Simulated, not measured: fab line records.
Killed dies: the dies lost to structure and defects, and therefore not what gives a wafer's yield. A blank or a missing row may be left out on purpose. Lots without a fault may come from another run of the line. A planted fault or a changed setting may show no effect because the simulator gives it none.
Matching of chambers ; flow n5_finfet ; 4 sister chambers for N5_BEOL_M0_SAQP_ETCH_107 on rie_diel-03
The step etches SiNx in CH3F/O2, target depth 30 nm. 4 wafers are shown with their chamber, then 7 later ones without.

## WAFERS, EACH WITH ITS CHAMBER
wafer;chamber;showerhead_plenum_p_Torr (Torr)
L076.1;1;1.97
L078.4;2;1.92
L086.3;0;1.98
L086.4;3;2.11

## WAFERS MISSING THEIR CHAMBER
wafer;showerhead_plenum_p_Torr (Torr)
L086.5;1.92
L089.1;1.92
L089.3;1.98
L089.4;1.96
L093.1;1.96
L093.4;2.11
L093.5;1.98

## WHICH CHAMBER EACH WENT THROUGH
wafer;from the rows above;in truth
L086.5;2;2
L089.1;2;2
L089.3;can't be placed: 0 or 1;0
L089.4;can't be placed: 1 or 0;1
L093.1;can't be placed: 1 or 0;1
L093.4;3;3
L093.5;can't be placed: 0 or 1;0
Correct placement for 3 of the 7. From these rows, 4 cannot be placed; in 4 the true chamber is one of the candidates. Number placed wrongly: 0.
How it was worked out, from the rows above alone: a wafer's distance from a chamber is the root of the sum, over the readings, of the square of ((its reading less the chamber's mean) divided by the reading's scatter). The wafer belongs to the nearest chamber; if the next one is less than 2 further off, it can't be placed. A chamber's mean is the mean of its shown wafers. The scatter: root of mean squared gap, hidden wafer to nearest shown wafer, with one shown wafer a chamber.
